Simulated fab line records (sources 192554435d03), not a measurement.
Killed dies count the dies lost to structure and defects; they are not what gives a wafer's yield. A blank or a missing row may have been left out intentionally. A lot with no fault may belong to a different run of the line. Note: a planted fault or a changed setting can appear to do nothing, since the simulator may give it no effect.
The tool behind it: which one? + flow n5-finfet + 42 wafers from 14 lots sampled at 6 of the route's 1938 steps

## WHAT THE GAUGES READ, wafer by wafer
N5_BEOL_M1_THK_MEAS_53: measures by xrf. Usual: M1_THK 40.7 nm, standard deviation 1.7.
| lot  | measured     | on            | M1_THK (nm)    | flag |
|------|--------------|---------------|----------------|------|
| L529 | day 7 00:34  | film-metro-02 | 42.5 41.9 42.8 |      |
| L530 | day 7 13:36  | film-metro-01 | 42.5 40.0 42.3 |      |
| L533 | day 7 15:55  | film-metro-01 | 40.4 39.5 40.0 |      |
| L535 | day 8 00:49  | film-metro-01 | 39.8 36.3 38.3 |      |
| L534 | day 8 09:58  | film-metro-02 | 40.5 39.6 41.2 |      |
| L537 | day 8 17:58  | film-metro-01 | 42.1 40.3 41.6 |      |
| L538 | day 9 03:07  | film-metro-01 | 40.2 38.6 42.1 |      |
| L540 | day 9 14:37  | film-metro-01 | 39.0 39.4 40.3 |      |
| L542 | day 9 21:29  | film-metro-01 | 41.9 41.3 42.4 |      |
| L541 | day 10 03:13 | film-metro-02 | 38.3 41.4 43.6 |      |
| L543 | day 10 04:46 | film-metro-02 | 40.3 39.5 39.9 |      |
| L549 | day 11 14:14 | film-metro-02 | 38.1 40.5 40.7 |      |
| L550 | day 12 02:48 | film-metro-01 | 41.4 43.4 42.9 |      |
| L551 | day 12 06:13 | film-metro-02 | 39.7 42.3 42.4 |      |

N5_BEOL_M1_INSPECT_59: inspects for defects (darkfield). Usual: raw-defect-count reads 75 (standard deviation 23).
| lot  | measured     | on                | raw-defect-count | flag |
|------|--------------|-------------------|------------------|------|
| L529 | day 7 00:53  | defect-inspect-02 | 98 72 75         |      |
| L530 | day 7 13:53  | defect-inspect-02 | 87 81 67         |      |
| L533 | day 7 16:12  | defect-inspect-01 | 82 143 103       |      |
| L535 | day 8 01:07  | defect-inspect-01 | 68 97 97         |      |
| L534 | day 8 10:16  | defect-inspect-02 | 79 101 60        |      |
| L537 | day 8 18:15  | defect-inspect-02 | 80 68 54         |      |
| L538 | day 9 03:28  | defect-inspect-01 | 30 35 43         |      |
| L540 | day 9 14:54  | defect-inspect-02 | 62 51 87         |      |
| L542 | day 9 21:48  | defect-inspect-01 | 153 76 47        |      |
| L541 | day 10 03:31 | defect-inspect-01 | 41 76 72         |      |
| L543 | day 10 05:06 | defect-inspect-01 | 91 68 74         |      |
| L549 | day 11 14:32 | defect-inspect-02 | 50 50 42         |      |
| L550 | day 12 03:05 | defect-inspect-01 | 94 114 60        |      |
| L551 | day 12 06:31 | defect-inspect-01 | 69 101 77        |      |

N5_BEOL_M2_THK_MEAS_01. Usual: M2_ILD_THK 79.1 nm, standard deviation 1.3.
| lot  | measured     | on            | M2_ILD_THK (nm) | flag |
|------|--------------|---------------|-----------------|------|
| L529 | day 7 01:00  | film-metro-01 | 78.7 79.9 79.4  |      |
| L530 | day 7 13:59  | film-metro-02 | 78.9 80.5 79.0  |      |
| L533 | day 7 16:19  | film-metro-01 | 79.3 79.2 80.1  |      |
| L535 | day 8 01:13  | film-metro-01 | 79.3 77.1 78.0  |      |
| L534 | day 8 10:23  | film-metro-01 | 79.3 78.5 79.3  |      |
| L537 | day 8 18:22  | film-metro-02 | 80.7 79.6 81.4  |      |
| L538 | day 9 03:35  | film-metro-02 | 80.2 81.8 82.2  |      |
| L540 | day 9 15:00  | film-metro-02 | 78.3 43.7 79.7  | OFF  |
| L542 | day 9 21:54  | film-metro-01 | 80.1 79.7 44.4  | OFF  |
| L541 | day 10 03:38 | film-metro-01 | 78.2 78.9 77.3  |      |
| L543 | day 10 05:12 | film-metro-02 | 77.1 79.4 79.8  |      |
| L549 | day 11 14:39 | film-metro-01 | 79.5 77.9 81.1  |      |
| L550 | day 12 03:11 | film-metro-01 | 79.0 78.6 79.4  |      |
| L551 | day 12 06:37 | film-metro-01 | 79.2 78.1 78.9  |      |

N5_BEOL_M4_RC_MEAS_101. Usual: DIBL_N 37.3 mV/V, standard deviation 2.3; DIBL_P 37.4 mV/V, standard deviation 2.9; IOFF_N 0.18 nA/um, standard deviation 0.045; IOFF_P 0.25 nA/um, standard deviation 0.054; ION_N 679 uA/um, standard deviation 15; ION_P 468 uA/um, standard deviation 9.7; SS_N 71.8 mV/dec, standard deviation 0.62; SS_P 73.6 mV/dec, standard deviation 0.76; VT_N 248 mV, standard deviation 4.1; VT_P -248 mV, standard deviation 3.6.
| lot  | measured     | on        | DIBL_N (mV/V)  | DIBL_P (mV/V)  | IOFF_N (nA/um) | IOFF_P (nA/um) | ION_N (uA/um) | ION_P (uA/um) | SS_N (mV/dec)  | SS_P (mV/dec)  | VT_N (mV)   | VT_P (mV)      | flag |
|------|--------------|-----------|----------------|----------------|----------------|----------------|---------------|---------------|----------------|----------------|-------------|----------------|------|
| L529 | day 8 14:34  | prober-01 | 36.8 36.2 37.5 | 37.7 35.5 37.9 | 0.16 0.14 0.17 | 0.26 0.24 0.28 | 687 669 689   | 483 466 482   | 72.0 71.4 71.9 | 74.3 73.4 73.8 | 247 251 246 | -246 -245 -246 |      |
| L530 | day 8 21:56  | prober-02 | 33.6 32.9 37.0 | 32.9 33.4 36.0 | 0.12 0.12 0.18 | 0.20 0.20 0.24 | 655 667 675   | 456 469 464   | 71.0 70.7 71.3 | 73.3 72.9 73.5 | 252 255 247 | -247 -248 -249 |      |
| L533 | day 9 03:22  | prober-02 | 39.0 40.6 37.3 | 39.4 43.2 38.2 | 0.20 0.26 0.17 | 0.25 0.31 0.22 | 681 693 698   | 464 473 469   | 71.6 72.8 72.0 | 74.0 74.9 73.0 | 247 243 248 | -249 -248 -251 |      |
| L535 | day 9 07:28  | prober-01 | 35.1 37.2 37.0 | 35.3 38.0 37.3 | 0.15 0.19 0.19 | 0.22 0.27 0.26 | 687 687 687   | 473 472 470   | 71.1 72.2 71.5 | 73.1 73.1 73.8 | 246 245 245 | -248 -245 -247 |      |
| L534 | day 9 22:19  | prober-02 | 34.8 36.0 33.0 | 33.3 36.1 31.3 | 0.13 0.16 0.11 | 0.20 0.25 0.18 | 670 673 672   | 466 460 465   | 70.5 71.8 70.0 | 74.2 74.5 73.2 | 250 247 253 | -251 -249 -251 |      |
| L537 | day 10 02:01 | prober-02 | 39.1 38.3 41.6 | 39.9 37.7 44.0 | 0.21 0.19 0.27 | 0.28 0.24 0.34 | 685 680 706   | 467 461 480   | 71.8 71.5 73.0 | 74.1 72.9 75.6 | 245 248 244 | -247 -249 -245 |      |
| L538 | day 10 19:53 | prober-01 | 36.9 32.6 36.2 | 38.9 32.7 38.4 | 0.18 0.11 0.19 | 0.25 0.16 0.25 | 673 675 692   | 462 461 472   | 72.5 70.8 72.3 | 73.3 72.4 73.1 | 247 258 246 | -249 -254 -246 |      |
| L540 | day 11 02:35 | prober-02 | 39.9 40.8      | 41.3 42.1      | 0.23 0.24      | 0.32 0.35      | 704 692       | 487 484       | 72.3 71.7      | 74.4 74.7      | 243 241     | -244 -241      |      |
| L542 | day 11 02:22 | prober-01 | 38.6 37.7      | 39.5 38.2      | 0.19 0.17      | 0.26 0.25      | 668 683       | 457 469       | 72.1 72.4      | 74.2 73.5      | 248 248     | -251 -251      |      |
| L541 | day 11 20:29 | prober-02 | 39.9 33.8 36.5 | 41.6 33.4 36.2 | 0.25 0.12 0.15 | 0.33 0.18 0.22 | 703 675 658   | 481 470 465   | 71.6 71.2 71.5 | 73.8 72.9 73.8 | 245 252 253 | -243 -251 -247 |      |
| L543 | day 11 22:19 | prober-01 | 41.3 36.2 35.9 | 41.0 35.4 33.3 | 0.29 0.17 0.14 | 0.34 0.23 0.19 | 697 689 667   | 476 479 455   | 71.5 71.1 71.7 | 74.8 73.6 72.6 | 239 246 251 | -244 -246 -250 |      |
| L549 | day 13 07:53 | prober-02 | 40.7 35.8 39.5 | 41.8 35.6 41.2 | 0.23 0.14 0.22 | 0.30 0.20 0.28 | 679 662 677   | 467 462 464   | 72.8 71.7 73.2 | 73.9 73.1 74.6 | 244 252 246 | -248 -252 -249 |      |
| L550 | day 13 12:40 | prober-01 | 38.2 38.9 34.8 | 37.6 41.0 34.9 | 0.17 0.22 0.12 | 0.22 0.31 0.19 | 663 688 654   | 455 470 460   | 72.4 72.6 71.5 | 73.6 74.6 73.9 | 254 244 257 | -252 -246 -251 |      |
| L551 | day 13 13:46 | prober-02 | 38.2 37.2 34.7 | 36.8 36.0 33.0 | 0.19 0.18 0.13 | 0.30 0.26 0.21 | 680 681 675   | 476 468 472   | 71.5 71.3 71.0 | 73.7 73.0 72.6 | 246 246 251 | -242 -246 -248 |      |

## WHAT TOOL EACH LOT RAN ON (gives the tool, then ch and the chambers of the sampled wafers, and finally the start)
| lot  | N5_BEOL_M1_ANNEAL_93         | N5_BEOL_M2_ILD_DEP_00           |
|------|------------------------------|---------------------------------|
| L529 | pvd-sputter-01, day 6 23:25  | pecvd-02 ch 0,1, day 7 00:56    |
| L530 | pvd-sputter-03, day 7 12:19  | pecvd-01 ch 0,1,2, day 7 13:56  |
| L533 | pvd-sputter-03, day 7 14:45  | pecvd-03 ch 1,2, day 7 16:14    |
| L535 | pvd-sputter-02, day 7 23:38  | pecvd-03 ch 0,2, day 8 01:08    |
| L534 | pvd-sputter-02, day 8 08:50  | pecvd-03 ch 0,1, day 8 10:19    |
| L537 | pvd-sputter-02, day 8 16:44  | pecvd-02 ch 0,1,2, day 8 18:17  |
| L538 | pvd-sputter-01, day 9 01:58  | pecvd-02 ch 0,1, day 9 03:31    |
| L540 | pvd-sputter-03, day 9 13:25  | pecvd-02 ch 0,2, day 9 14:56    |
| L542 | pvd-sputter-01, day 9 20:20  | pecvd-02 ch 0,1,2, day 9 21:51  |
| L541 | pvd-sputter-01, day 10 02:04 | pecvd-03 ch 0,1, day 10 03:32   |
| L543 | pvd-sputter-02, day 10 03:20 | pecvd-03 ch 0,1,2, day 10 05:08 |
| L549 | pvd-sputter-02, day 11 13:05 | pecvd-03 ch 0,2, day 11 14:34   |
| L550 | pvd-sputter-03, day 12 01:39 | pecvd-03 ch 1,2, day 12 03:07   |
| L551 | pvd-sputter-01, day 12 05:04 | pecvd-03 ch 0,1,2, day 12 06:33 |
- N5_BEOL_M1_ANNEAL_93: time 240 s.
- N5_BEOL_M2_ILD_DEP_00: deposits SiOC from DEMS/O2, target thk 79 nm, time 15.3 s.

## WHAT THE TOOLS THEMSELVES READ (means of the sampled wafers that have a number; where no wafer has one, the mark that the record gives instead)
N5_BEOL_M1_ANNEAL_93. Usual: heater-power-w reads 817 W (standard deviation 83).
| lot  | tool           | heater-power-w (W) | flag |
|------|----------------|--------------------|------|
| L529 | pvd-sputter-01 | 883                |      |
| L530 | pvd-sputter-03 | 791                |      |
| L533 | pvd-sputter-03 | 808                |      |
| L535 | pvd-sputter-02 | 779                |      |
| L534 | pvd-sputter-02 | 738                |      |
| L537 | pvd-sputter-02 | 791                |      |
| L538 | pvd-sputter-01 | 875                |      |
| L540 | pvd-sputter-03 | 832                |      |
| L542 | pvd-sputter-01 | 864                |      |
| L541 | pvd-sputter-01 | 867                |      |
| L543 | pvd-sputter-02 | 810                |      |
| L549 | pvd-sputter-02 | 717                |      |
| L550 | pvd-sputter-03 | 828                |      |
| L551 | pvd-sputter-01 | 856                |      |

N5_BEOL_M2_ILD_DEP_00. Usual: heater-power-w 443 W, standard deviation 63; showerhead-plenum-p-Torr 5.694 Torr, standard deviation 0.022; throttle-valve-pct 12.0 %, standard deviation 1.2.
| lot  | tool     | heater-power-w (W) | showerhead-plenum-p-Torr (Torr) | throttle-valve-pct (%) | flag |
|------|----------|--------------------|---------------------------------|------------------------|------|
| L529 | pecvd-02 | 388                | 5.717                           | 12.7                   |      |
| L530 | pecvd-01 | 537                | 5.696                           | 12.7                   |      |
| L533 | pecvd-03 | 462                | 5.673                           | 10.9                   |      |
| L535 | pecvd-03 | 376                | 5.701                           | 12.8                   |      |
| L534 | pecvd-03 | 404                | 5.686                           | 11.8                   |      |
| L537 | pecvd-02 | 464                | 5.704                           | 11.9                   |      |
| L538 | pecvd-02 | 398                | 5.711                           | 12.8                   |      |
| L540 | pecvd-02 | 480                | 5.684                           | 11.1                   |      |
| L542 | pecvd-02 | 420                | 5.697                           | 11.9                   |      |
| L541 | pecvd-03 | 430                | 5.679                           | 11.7                   |      |
| L543 | pecvd-03 | 383                | 5.694                           | 11.9                   |      |
| L549 | pecvd-03 | 426                | 5.688                           | 11.9                   |      |
| L550 | pecvd-03 | 420                | 5.672                           | 11.1                   |      |
| L551 | pecvd-03 | 398                | 5.684                           | 11.8                   |      |

## THE ANSWER, worked out from the rows above alone
Rule: a lot counts as off when the mean over its wafers that have a number is more than 3 standard deviations away from the usual mean. Also off: a lot with no number at a reading for which 4 or more lots have one. Any other lot the step has rows for is counted as sound. The gauges are gone through in route order, then the tools' own readings, and for those a lot's mean is taken as printed above. The first step at which some lot is off is used, and at that step the reading that is off furthest; a lot without a number counts as furthest.
Off: L540, L542, at N5_BEOL_M2_THK_MEAS_01 (M2_ILD_THK).
A tool fits if, at a process step before that reading, it ran every lot that is off, and no sound lot after the first of them. Gauges at N5_BEOL_M2_THK_MEAS_01: tried the same way as those tools. One candidate fits, namely pecvd-02 at N5_BEOL_M2_ILD_DEP_00. A fault onset in the window from L538 (day 9 03:31, its last sound lot) to L540 (day 9 14:56, its first lot off) fits.

## WHAT THE SIMULATOR PUT IN
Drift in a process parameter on pecvd-02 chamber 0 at N5_BEOL_M2_ILD_DEP_00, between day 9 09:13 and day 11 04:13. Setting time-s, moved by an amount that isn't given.
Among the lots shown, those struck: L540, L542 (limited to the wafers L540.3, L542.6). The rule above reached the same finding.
